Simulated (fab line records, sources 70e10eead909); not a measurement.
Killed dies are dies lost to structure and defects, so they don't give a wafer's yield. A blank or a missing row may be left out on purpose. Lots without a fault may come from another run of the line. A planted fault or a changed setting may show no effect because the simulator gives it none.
A struck lot beside a sound one | flow nand_harc | 15 steps out of a route of 1302
Sound: wafers L201.2, L201.3, L201.6. Struck: wafers L216.1, L216.2, L216.4. The cause comes at the end.
At each step with rows: each side's tool, then ch and its chambers, then its first start. Under that, the readings that differ: sound wafers | struck wafers | difference of the means | sigmas: that difference in standard deviations of wafers without a fault.
alike: readings whose means differ by less than 2 such deviations, and words and numbers that are the same on both sides. not compared: withheld readings, readings that some wafer has no value for, bounds like >300 that may hide the same value, and numbers for which the record gives no deviation and whose values overlap.
The two part at a step that has a row with sigmas, a row that says differs or no value, or rows on one side only. Numbers that don't overlap but have no deviation are shown without sigmas and don't part them. A reading that every wafer of one side lacks parts them only if that side has two wafers or more.

first, 1 step without rows for these wafers: NHARC_A_CHANNEL_HOLE_D1_ETCH_44 (etches the open film in CF4/O2, target depth 140 nm, overetch 14 nm, time 77 s).
NHARC_A_CHANNEL_HOLE_D1_STRIP_27: strips in O2.
  sound on rie_diel-11 ch 0,2,3; struck on rie_diel-11 ch 0,2,3
  alike: drypump_motor_current_A, oes_product_au, rf_vpp_V, showerhead_plenum_p_Torr, throttle_valve_pct
  not compared: rf_hours_counter_h
then, 2 steps without rows for these wafers: NHARC_A_CHANNEL_HOLE_D1_PRECLEAN_28 (cleans in SC1); NHARC_A_CHANNEL_HOLE_D1_SRD_29.
NHARC_A_CHANNEL_HOLE_D1_CD_MEAS_30:
  sound on cd_sem-02, day 11 06:56; struck on cd_sem-03, day 17 19:20
  alike: cd_nm
NHARC_A_CHANNEL_HOLE_D1_XSEM_31:
  sound on xsem-02 ch 0, day 11 07:01; struck on xsem-02 ch 0, day 17 19:26
  alike: bot_cd_nm, bow_nm, tilt_deg
NHARC_A_CHANNEL_HOLE_D1_INSPECT_40:
  sound on defect_inspect-02, day 11 07:07; struck on defect_inspect-01, day 17 19:32
  alike: raw_defect_count
then, 2 steps without rows for these wafers: NHARC_A_CHANNEL_FILL_D1_PRECLEAN_00 (cleans in SC1); NHARC_A_CHANNEL_FILL_D1_SRD_01.
NHARC_A_CHANNEL_FILL_D1_ALD_02: deposits SiO2, target thk 6 nm, pulse time 10 s, ald cycles 60.
  sound on ald_hk-02 ch 0,1,2, day 11 07:27; struck on ald_hk-02 ch 0,2,3, day 17 19:44
  alike: ald_cycles, heater_power_w, precursor_pulse_height_rel
then, 1 step without rows for these wafers: NHARC_A_CHANNEL_FILL_D1_ALD_03 (deposits SiNx, target thk 6 nm, pulse time 60 s, ald cycles 58).
NHARC_A_CHANNEL_FILL_D1_ALD_14: deposits SiO2, target thk 2.5 nm, pulse time 10 s, ald cycles 25.
  sound on ald_hk-03 ch 2,3, day 11 14:17; struck on ald_hk-02 ch 0,2,3, day 18 03:17
  alike: ald_cycles, heater_power_w, precursor_pulse_height_rel
NHARC_A_CHANNEL_FILL_D1_ALD_15: deposits SiNx, target thk 2 nm, pulse time 60 s, ald cycles 19.
  sound on ald_sin_batch-02 ch 0, day 11 17:25; struck on ald_sin_batch-02 ch 0, day 18 06:25
  reading    | sound    | struck   | difference | sigmas
  ald_cycles | 19 19 19 | 25 25 25 | +6         |
  alike: precursor_pulse_height_rel
NHARC_A_CHANNEL_FILL_D1_ALD_16: deposits SiO2, target thk 1.5 nm, pulse time 10 s, ald cycles 15.
  sound on ald_hk-01 ch 0,2,3, day 11 20:49; struck on ald_hk-02 ch 0,1,3, day 18 08:32
  alike: ald_cycles, heater_power_w, precursor_pulse_height_rel
-- the record jumps here: 15 days lie between the struck wafers' starts before and after (it left off in module A_CHANNEL_FILL_D1 and takes up again in module END, whose first step shown is number 1302 of the route) --
NHARC_END_SORT_01:
  sound on prober-02 ch 0, day 27 04:00; struck on prober-02 ch 0, day 33 12:20
  alike: killed_at_array, killed_at_other, killed_at_periphery, killed_dies, killed_open, killed_short

WHERE THEY PART
Nowhere in this record.

WHY: what the simulator had put in
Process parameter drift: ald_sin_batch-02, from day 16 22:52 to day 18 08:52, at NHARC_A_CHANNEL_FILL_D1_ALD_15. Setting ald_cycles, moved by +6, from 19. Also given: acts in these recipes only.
